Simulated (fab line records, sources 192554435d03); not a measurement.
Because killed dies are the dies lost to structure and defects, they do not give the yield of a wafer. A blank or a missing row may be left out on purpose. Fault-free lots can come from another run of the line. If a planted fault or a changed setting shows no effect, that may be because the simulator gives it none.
Chamber matching    flow n5Finfet    aldHk-02 running N5_HKMG_FIN_ALD_74: 4 sister chambers
The step deposits La2O3, target thk 0.5 nm, pulse time 6 s, co reactant pulse time 1 s. 8 wafers are shown with their chamber, then 9 later ones without.

## EACH WAFER AND ITS CHAMBER
wafer   chamber  heaterPowerW (W)  precursorPulseHeightRel
L081.2  1        395               0.962
L081.4  0        357               1.005
L081.6  3        379               1.002
L082.1  1        414               1.007
L082.5  2        450               0.957
L087.1  0        358               0.966
L087.2  2        451               1.030
L087.3  3        383               1.029

## WAFERS MISSING THEIR CHAMBER
wafer   heaterPowerW (W)  precursorPulseHeightRel
L088.1  350               0.988
L088.4  455               1.012
L088.6  452               1.053
L089.1  405               1.002
L089.2  377               0.998
L089.3  465               0.970
L094.2  436               0.992
L094.3  404               1.026
L094.6  416               0.984

## THE CHAMBER EACH PASSED THROUGH
wafer   from the rows above  in truth
L088.1  0                    0
L088.4  2                    2
L088.6  2                    2
L089.1  1                    1
L089.2  3                    3
L089.3  2                    2
L094.2  2                    2
L094.3  1                    1
L094.6  1                    1
9 of 9 placed correctly. From these rows, 0 cannot be placed. Number placed wrongly: 0.
How it was worked out, from the rows above alone: a wafer's distance from a chamber is the root of the sum, over the readings, of the square of ((its reading less the chamber's mean) divided by the reading's scatter). If the next closest chamber is less than 2 further off than the closest, the wafer can't be placed; otherwise it belongs to the closest. The mean given for a chamber averages the wafers shown for that chamber. How the scatter is found: for the shown wafers, subtract from each reading the mean of its chamber, square and add these, divide the total by (wafers less chambers), then take the root.
